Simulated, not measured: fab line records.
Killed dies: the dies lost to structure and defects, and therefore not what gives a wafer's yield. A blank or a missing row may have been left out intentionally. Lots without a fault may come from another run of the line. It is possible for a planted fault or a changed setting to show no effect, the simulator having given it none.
Chamber matching    flow n5 finfet    rie si-04 running N5_DUMMY_GATE_TRIM_49: 3 sister chambers
The step chemistry O2, time 29 s, target cd 14 nm. 3 wafers are shown with their chamber, then 7 later ones without.

## EACH WAFER AND ITS CHAMBER
wafer   chamber  throttle valve pct (%)
L084.3  0        8.25
L086.3  3        8.15
L087.2  2        8.20

## WAFERS WHOSE CHAMBER IS MISSING
wafer   throttle valve pct (%)
L087.5  8.15
L087.6  8.24
L088.1  8.25
L088.4  8.14
L088.5  8.14
L091.3  8.24
L091.5  8.21

## EACH ONE'S CHAMBER
wafer   from the rows above  in truth
L087.5  3                    3
L087.6  0                    0
L088.1  0                    0
L088.4  3                    3
L088.5  3                    3
L091.3  0                    0
L091.5  2                    2
Placed correctly: 7 of 7. From these rows, 0 cannot be placed. Number placed wrongly: 0.
How it was worked out, from the rows above alone: a wafer's distance from a chamber is the root of the sum, over the readings, of the square of ((its reading less the chamber's mean) divided by the reading's scatter). The wafer belongs to the nearest chamber; if the next one is less than 2 further off, it can't be placed. The mean given for a chamber averages the wafers shown for that chamber. The scatter: root of mean squared gap, hidden wafer to nearest shown wafer, with one shown wafer a chamber.
